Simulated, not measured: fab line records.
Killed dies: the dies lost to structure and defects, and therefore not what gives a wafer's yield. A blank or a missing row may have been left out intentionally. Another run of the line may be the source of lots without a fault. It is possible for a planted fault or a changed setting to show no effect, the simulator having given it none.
fab line records	flow nandHarc
record lots=13	wafers=37	lastDay=24
route steps=1159 shown P_CONTACT@247 P_M0@260
lots with no fault: from the same line, run without faults
startH: hours from the record's first day to the start of the lot's first wafer shown	waitH: hours elapsed since this lot's preceding step	" same as the row above	L1.1+2: a single row standing in for several wafers	- value missing, or start not given	* or withheld: withheld	< > ~ a bound
route shown NAME@n: NAME is a module with steps in the file, n the number in the route of the first one	usual: mean/standard deviation of fault-free wafers	same: alike in all rows	chamber/n: place in a boat	sites: per-site readings	_std_site: the values' standard deviation	_edge_site: inner sites' mean taken away from outer sites' mean	radiusMm: how far each site lies from the wafer's centre	mask NAME#n: copy n	behind: the most recent tool/chamber to have shaped the wafer	hold: what put the lot on hold/how long, in hours/how the hold closed	device: the n, p or np transistor that did not switch	end of line: the tests these same wafers got at the end of their route	a step with no rows: only its recipe	killed: count of dies lost to structure and defects at first sort (not the wafer's yield)	map: per-die view of a wafer (x killed, . not killed, _ where there is no die)
set.NAME: setting as actually run; set.NAME@STEP: the setting as run at that earlier step	model.NAME: the simulator's own value behind a step, which no gauge read
one table for each step of the route and one row for each wafer, over a sample of lots
services: when a tool's chamber went out of use (startH, in hours from the record's first day, below 0 if earlier), for how many hours, and the reason
## steps
# step NHARC_P_CONTACT_ALD_22
# recipe targetThkA=30	pulseTimeS=1	aldCycles=150	tempC=450	material=TiN
# usual heaterPowerW=1058/110	precursorPulseHeightRel=0.999/0.019
lot.wafer	tool	chamber	startH	waitH	heaterPowerW	precursorPulseHeightRel
L672.1	aldMetal-01	2	115.62	-	981	1.010
L672.2	"	1	"	"	1165	1.002
L672.5	"	2	"	"	987	1.025
L673.3	aldMetal-04	3	124.78	-	1005	0.996
L673.4	"	0	"	"	1005	1.007
L673.1	"	1	"	"	914	0.997
L676.4	aldMetal-02	0	132.87	-	1191	0.965
L676.1	"	1	"	"	964	0.983
L676.3	"	2	"	"	1109	1.015
L675.2	aldMetal-01	0	133.57	-	1185	0.990
L675.3	"	1	"	"	1200	0.967
L675.4	"	2	"	"	968	0.976
L681.2	aldMetal-04	0	161.43	-	1035	1.004
L681.1	"	2	"	"	1040	0.957
L681.6	"	3	"	"	995	1.019
L682.4	aldMetal-01	0	171.93	-	1182	0.997
L682.3	"	1	"	"	1195	1.007
L682.1	"	2	"	"	962	1.042
L687.4	aldMetal-01	0	190.06	-	1192	1.019
L687.2	"	2	"	"	952	1.026
L687.6	"	3	"	"	1026	0.996
L685.5	aldMetal-04	1	191.21	-	932	1.025
L686.1	aldMetal-04	0	199.13	-	1016	0.988
L686.2	"	1	"	"	907	1.002
L686.5	"	0	"	"	1016	0.978
L688.3	aldMetal-02	0	210.45	-	1158	0.988
L688.6	"	3	"	"	928	0.980
L688.5	"	0	"	"	1170	0.984
L689.1	aldMetal-02	1	214.23	-	968	1.003
L689.3	"	2	"	"	1175	1.027
L689.4	"	3	"	"	887	0.990
L694.3	aldMetal-01	1	243.81	-	1188	0.987
L694.2	"	0	"	"	1223	1.002
L694.6	"	1	"	"	1227	0.995
L695.2	aldMetal-02	3	244.59	-	912	0.991
L695.4	"	0	"	"	1183	0.979
L695.6	"	0	"	"	1182	1.006
# step NHARC_P_M0_EXPOSE_06
# recipe na=1.35	targetCdNm=90	doseMj=81.28	maskId=P_M0
# usual reticleTempC=22.99/0.11
lot.wafer	tool	chamber	startH	waitH	mask	reticleTempC
L672.1	arfiScanner-01	0	117.62	-	P_M0#0	22.90
L672.2	"	0	"	"	P_M0#0	23.04
L672.5	"	0	"	"	P_M0#0	22.84
L673.1	arfiScanner-01	0	130.89	-	P_M0#0	22.99
L673.3	"	0	"	"	P_M0#0	23.07
L673.4	"	0	"	"	P_M0#0	22.89
L676.1	arfiScanner-03	0	134.86	-	P_M0#0	23.12
L676.3	"	0	"	"	P_M0#0	23.23
L676.4	"	0	"	"	P_M0#0	23.21
L675.2	arfiScanner-01	0	135.85	-	P_M0#0	22.94
L675.3	"	0	"	"	P_M0#0	22.95
L675.4	"	0	"	"	P_M0#0	23.01
L681.1	arfiScanner-02	0	166.34	-	P_M0#0	23.10
L681.2	"	0	"	"	P_M0#0	23.04
L681.6	"	0	"	"	P_M0#0	22.94
L682.1	arfiScanner-03	0	173.94	-	P_M0#0	22.92
L682.3	"	0	"	"	P_M0#0	23.00
L682.4	"	0	"	"	P_M0#0	23.03
L687.2	arfiScanner-02	0	192.81	-	P_M0#0	22.80
L687.4	"	0	"	"	P_M0#0	22.91
L687.6	"	0	"	"	P_M0#0	22.81
L685.5	arfiScanner-03	0	193.36	-	P_M0#0	23.10
L686.1	arfiScanner-02	0	213.60	-	P_M0#0	22.97
L686.2	"	0	"	"	P_M0#0	23.08
L686.5	"	0	"	"	P_M0#0	23.01
L688.3	arfiScanner-02	0	218.51	-	P_M0#0	23.06
L688.5	"	0	"	"	P_M0#0	22.90
L688.6	"	0	"	"	P_M0#0	22.91
L689.1	arfiScanner-02	0	223.57	-	P_M0#0	23.26
L689.3	"	0	"	"	P_M0#0	22.97
L689.4	"	0	"	"	P_M0#0	23.12
L694.2	arfiScanner-01	0	247.08	-	P_M0#0	23.02
L694.3	"	0	"	"	P_M0#0	23.06
L694.6	"	0	"	"	P_M0#0	23.08
L695.2	arfiScanner-03	0	247.36	-	P_M0#0	23.05
L695.4	"	0	"	"	P_M0#0	22.82
L695.6	"	0	"	"	P_M0#0	22.88
# step NHARC_P_M0_CD_MEAS_09
# recipe targetCdNm=90	landingEnergyEv=500
# usual cdNm=90.3/0.72
lot.wafer	tool	chamber	startH	waitH	hold	cdNm
L672.1	cdSem-03	0	117.76	-	-	89.3
L672.2	"	0	"	"	-	90.4
L672.5	"	0	"	"	-	90.8
L673.1	cdSem-02	0	131.03	-	-	90.4
L673.3	"	0	"	"	-	90.2
L673.4	"	0	"	"	-	89.7
L676.1	cdSem-02	0	135.01	-	-	90.2
L676.3	"	0	"	"	-	89.8
L676.4	"	0	"	"	-	90.8
L675.2	cdSem-03	0	135.99	-	-	89.7
L675.3	"	0	"	"	-	90.6
L675.4	"	0	"	"	-	90.5
L681.1	cdSem-02	0	166.49	-	-	90.2
L681.2	"	0	"	"	-	89.9
L681.6	"	0	"	"	-	90.0
L682.1	cdSem-02	0	174.08	-	-	89.4
L682.3	"	0	"	"	-	89.9
L682.4	"	0	"	"	-	90.1
L687.2	cdSem-01	0	192.95	-	-	91.0
L687.4	"	0	"	"	-	89.9
L687.6	"	0	"	"	-	89.8
L685.5	cdSem-02	0	193.49	-	awaitDispo/0.2h/release	67.7
L685.5	cdSem-02	0	-	-	-	67.5
L686.1	cdSem-03	0	213.74	-	-	89.5
L686.2	"	0	"	"	-	90.6
L686.5	"	0	"	"	-	90.7
L688.3	cdSem-03	0	218.65	-	-	90.4
L688.5	"	0	"	"	-	90.3
L688.6	"	0	"	"	-	90.1
L689.1	cdSem-03	0	223.71	-	-	90.4
L689.3	"	0	"	"	-	91.2
L689.4	"	0	"	"	-	90.6
L694.2	cdSem-02	0	247.22	-	-	90.0
L694.3	"	0	"	"	-	89.1
L694.6	"	0	"	"	-	90.3
L695.2	cdSem-01	0	247.50	-	-	90.3
L695.4	"	0	"	"	-	89.6
L695.6	"	0	"	"	-	89.1
# step NHARC_P_M0_ETCH_34
# recipe targetDepthA=400	overetchA=120	timeS=43.94	ionEnergyEv=200	n2FlowSccm=150	h2FlowSccm=150	arFlowSccm=0	rfW=400	biasW=150	chemistry=N2/H2
# usual drypumpMotorCurrentA=5.7/0.36	oesProductAu=1.001/0.011	rfFwdPowerW=395.1/1.3	rfVppV=429.8/2.5	showerheadPlenumPTorr=2.01/0.079	throttleValvePct=14.171/0.0085
lot.wafer	tool	chamber	startH	waitH	drypumpMotorCurrentA	oesProductAu	rfFwdPowerW	rfHoursCounterH	rfVppV	showerheadPlenumPTorr	throttleValvePct
L672.1	rieDiel-11	1	118.04	0.1	5.7	0.990	394.1	7.4	429.7	2.01	14.168
L672.2	"	2	"	"	5.4	1.022	395.2	7.0	427.5	1.90	14.169
L672.5	"	3	"	"	6.0	0.980	396.7	-	428.7	1.98	14.167
L673.1	rieDiel-06	1	131.32	0.1	6.2	0.998	394.1	4.3	427.3	1.94	14.162
L673.3	"	2	"	"	5.9	1.003	391.4	4.3	427.3	1.91	14.185
L673.4	"	1	"	"	6.1	0.997	397.4	-	427.1	1.94	14.163
L676.1	rieDiel-11	2	135.28	0.1	5.4	1.024	393.6	9.0	426.3	1.90	14.158
L676.4	"	0	"	"	5.1	1.012	396.1	6.9	432.8	2.06	14.158
L676.3	"	1	"	"	5.7	1.001	396.7	9.5	428.2	2.01	14.165
L675.4	rieDiel-06	1	136.25	0.1	6.2	0.998	395.1	4.6	427.6	1.94	14.169
L675.3	"	2	"	"	5.9	0.991	393.8	4.5	427.0	1.91	14.161
L675.2	"	3	"	"	6.1	1.001	395.5	3.8	430.1	2.06	14.156
L681.2	rieDiel-09	3	166.76	0.1	5.9	0.998	394.0	6.7	426.7	1.94	14.177
L681.1	"	2	"	"	5.7	1.011	395.6	7.0	431.6	2.07	14.166
L681.6	"	0	"	"	5.4	1.008	396.1	-	434.0	2.17	14.174
L682.1	rieDiel-06	0	174.36	0.1	4.8	0.974	394.6	7.6	430.7	2.03	14.174
L682.3	"	2	"	"	5.9	0.995	393.1	7.1	426.7	1.91	14.171
L682.4	"	3	"	"	6.1	0.991	397.5	6.1	431.1	2.06	14.178
L687.2	rieDiel-09	0	193.23	0.1	5.5	1.012	392.2	7.3	434.4	2.17	14.162
L687.4	"	1	"	"	5.7	0.994	398.2	7.8	428.4	2.02	14.177
L687.6	"	3	"	"	5.9	1.001	398.2	-	427.3	1.94	14.165
L685.5	rieDiel-06	1	194.61	0.1	6.1	0.994	393.7	-	427.9	1.94	14.161
L686.2	rieDiel-09	2	214.01	0.1	5.7	1.011	395.4	9.0	431.3	2.07	14.163
L686.1	"	3	"	"	5.9	1.002	394.9	8.4	428.2	1.94	14.175
L686.5	"	3	"	"	5.9	1.007	394.8	-	428.1	1.94	14.185
L688.3	rieDiel-09	1	218.91	0.1	5.7	0.996	394.8	8.9	430.8	2.02	14.169
L688.5	"	1	"	"	5.7	0.992	395.6	-	430.2	2.02	14.165
L688.6	"	2	"	"	5.7	1.007	394.8	-	430.2	2.07	14.166
L689.1	rieDiel-09	2	223.98	0.1	5.7	1.007	394.6	9.2	431.2	2.07	14.170
L689.3	"	3	"	"	5.9	1.002	396.4	8.5	426.1	1.94	14.189
L689.4	"	1	"	"	5.7	0.993	394.7	9.0	429.7	2.02	14.167
L694.2	rieDiel-09	2	247.51	0.1	5.7	0.999	394.6	11.2	431.2	2.07	14.176
L694.3	"	3	"	"	5.9	0.999	395.6	10.5	427.5	1.94	14.175
L694.6	"	2	"	"	5.7	1.008	394.3	-	431.0	2.07	14.157
L695.4	rieDiel-09	3	247.77	0.1	5.9	0.994	395.1	10.5	428.1	1.94	14.178
L695.2	"	1	"	"	5.7	0.990	394.8	11.3	429.8	2.02	14.178
L695.6	"	3	"	"	5.9	0.991	395.8	-	426.8	1.94	14.170
# step NHARC_P_M0_ETCH_15
# recipe targetDepthA=1500	overetchA=150	timeS=82.5	c4f8FlowSccm=withheld	arFlowSccm=400	rfW=600	biasW=300	chemistry=C4F8/Ar
# usual oesProductAu=0.960/0.021	rfFwdPowerW=595.6/2	rfVppV=440.3/2.4
lot.wafer	tool	chamber	startH	waitH	oesProductAu	rfFwdPowerW	rfHoursCounterH	rfVppV
L672.1	rieDiel-11	0	-	-	0.977	599.0	5.3	442.0
L672.2	"	1	"	"	0.963	592.7	7.4	440.8
L672.5	"	1	"	"	0.943	592.4	-	438.9
L673.3	rieDiel-06	1	-	-	0.962	595.6	4.4	437.3
L673.1	"	2	"	"	0.963	597.4	4.3	437.2
L673.4	"	0	"	"	0.949	595.7	-	440.0
L676.3	rieDiel-11	3	-	-	0.910	596.8	9.0	437.9
L676.4	"	0	"	"	0.999	598.8	6.9	442.6
L676.1	"	1	"	"	0.928	594.2	9.6	439.9
L675.2	rieDiel-06	1	-	-	0.960	593.9	4.6	438.5
L675.4	"	2	"	"	0.946	595.7	4.6	437.0
L675.3	"	3	"	"	0.963	596.0	3.8	441.6
L681.2	rieDiel-09	3	-	-	0.963	599.0	6.7	437.4
L681.1	"	2	"	"	0.968	597.1	7.0	442.9
L681.6	"	3	"	"	0.971	599.1	-	438.6
L682.4	rieDiel-06	1	-	-	0.912	597.1	7.3	439.2
L682.3	"	2	"	"	0.922	596.1	7.1	436.9
L682.1	"	3	"	"	0.916	593.3	6.1	440.0
L687.2	rieDiel-09	1	-	-	0.949	596.7	7.8	439.8
L687.4	"	2	"	"	0.966	592.0	8.1	442.8
L687.6	"	3	"	"	0.969	596.5	-	438.3
L685.5	rieDiel-06	1	-	-	0.951	595.8	-	436.2
L686.2	rieDiel-09	1	-	-	0.925	598.3	8.8	441.5
L686.1	"	3	"	"	0.951	594.5	8.4	438.3
L686.5	"	2	"	"	0.947	593.7	-	443.4
L688.3	rieDiel-09	2	-	-	0.954	594.8	9.2	442.0
L688.6	"	1	"	"	0.954	595.1	-	439.7
L688.5	"	2	"	"	0.968	594.3	-	441.3
L689.4	rieDiel-09	2	-	-	0.971	595.4	9.2	442.1
L689.1	"	3	"	"	0.968	594.5	8.5	438.1
L689.3	"	1	"	"	0.979	595.3	9.0	440.8
L694.2	rieDiel-09	0	-	-	0.982	592.4	10.5	445.0
L694.3	"	1	"	"	0.960	596.7	11.2	441.0
L694.6	"	3	"	"	0.988	599.2	-	439.0
L695.4	rieDiel-09	2	-	-	0.956	592.7	11.3	440.9
L695.2	"	0	"	"	0.975	594.1	10.6	444.5
L695.6	"	3	"	"	0.980	597.9	-	437.8
# step NHARC_P_M0_CD_MEAS_16
# usual cdNm=90.3/0.88
lot.wafer	tool	chamber	startH	waitH	hold	cdNm
L672.1	cdSem-03	-	118.25	-	-	88.2
L672.2	"	-	"	"	-	90.1
L672.5	"	-	"	"	-	90.7
L673.1	cdSem-02	-	131.55	-	-	90.5
L673.3	"	-	"	"	-	90.3
L673.4	"	-	"	"	-	90.1
L676.1	cdSem-02	-	135.49	-	-	88.9
L676.3	"	-	"	"	-	89.3
L676.4	"	-	"	"	-	90.9
L675.2	cdSem-02	-	136.47	-	-	89.7
L675.3	"	-	"	"	-	90.8
L675.4	"	-	"	"	-	90.5
L681.1	cdSem-02	-	166.97	-	-	90.4
L681.2	"	-	"	"	-	90.0
L681.6	"	-	"	"	-	89.8
L682.1	cdSem-03	-	174.57	-	-	90.0
L682.3	"	-	"	"	-	90.2
L682.4	"	-	"	"	-	89.7
L687.2	cdSem-01	-	193.44	-	-	92.4
L687.4	"	-	"	"	-	90.0
L687.6	"	-	"	"	-	90.3
L685.5	cdSem-01	-	194.82	-	awaitDispo/0.2h/release	67.2
L685.5	cdSem-01	-	195.04	0.2	-	67.7
L686.1	cdSem-02	-	214.23	-	-	91.1
L686.2	"	-	"	"	-	91.0
L686.5	"	-	"	"	-	91.1
L688.3	cdSem-01	-	219.13	-	-	90.7
L688.5	"	-	"	"	-	90.0
L688.6	"	-	"	"	-	88.7
L689.1	cdSem-01	-	224.20	-	-	89.5
L689.3	"	-	"	"	-	91.2
L689.4	"	-	"	"	-	90.0
L694.2	cdSem-03	-	247.73	-	-	90.0
L694.3	"	-	"	"	-	90.0
L694.6	"	-	"	"	-	90.3
L695.2	cdSem-01	-	247.99	-	-	90.6
L695.4	"	-	"	"	-	90.4
L695.6	"	-	"	"	-	90.0
## services
tool	chamber	startH	hours	kind
arfiScanner-02	-	96.65	3.3	repair
rieDiel-09	1	97.72	7.6	repair
aldMetal-02	3	98.22	26.1	repair
aldMetal-02	-	100.39	0.7	repair
aldMetal-01	-	102.00	10.0	pm
arfiScanner-03	-	107.59	0.7	repair
rieDiel-06	-	109.20	0.7	repair
rieDiel-06	3	112.05	21.2	repair
arfiScanner-03	-	112.21	0.5	repair
arfiScanner-02	-	114.46	8.2	repair
rieDiel-09	0	126.20	2.3	repair
arfiScanner-03	-	140.00	4.0	pm
arfiScanner-03	-	144.20	0.5	repair
arfiScanner-01	-	144.80	0.5	repair
aldMetal-02	2	154.97	3.1	repair
rieDiel-06	-	184.19	6.1	repair
aldMetal-02	-	186.00	10.0	pm
arfiScanner-03	-	186.73	2.8	repair
rieDiel-11	-	189.50	9.0	pm
arfiScanner-01	-	196.00	4.0	pm
arfiScanner-02	-	207.77	0.4	repair
aldMetal-04	-	208.25	0.8	repair
aldMetal-01	3	236.63	9.8	repair
rieDiel-06	-	241.20	9.0	pm
## key
firstSign step=NHARC_P_M0_CD_MEAS_09	reading=visit	direction=added
effect step=NHARC_P_M0_CD_MEAS_09	reading=cdNm	direction=down	sigmas=31	usual=90.3	struck=67.7
effect step=NHARC_P_M0_CD_MEAS_16	reading=visit	direction=added
effect step=NHARC_P_M0_CD_MEAS_16	reading=cdNm	direction=down	sigmas=26	usual=90.3	struck=67.2
metAt NHARC_P_M0_EXPOSE_06
struckLots L685
struckWafers L685.5
laterRowsLeftOut L685.5
sortLeftOut L685.5
movedWithoutMeetingIt L682
notActingAt NHARC_P_CONTACT_ALD_22,NHARC_P_M0_ETCH_34,NHARC_P_M0_ETCH_15
onsetBetween 134.86 193.36
fault kind=processParameterDrift	tool=arfiScanner-03	chamber=-	onsetH=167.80	steps=NHARC_P_M0_EXPOSE_06	channel=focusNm	offset=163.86	shape=step	endH=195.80	scope=struckWafersOnly
# sortLeftOut: the simulated sort isn't trusted on such a fault, so these wafers' sort isn't shown, and their yield isn't known
# laterRowsLeftOut: the simulator's readings of these wafers behind a module that went badly wrong aren't trusted and aren't shown, but for the sort
# movedWithoutMeetingIt: readings of these lots or wafers moved too, though they didn't meet the fault's tool or chamber
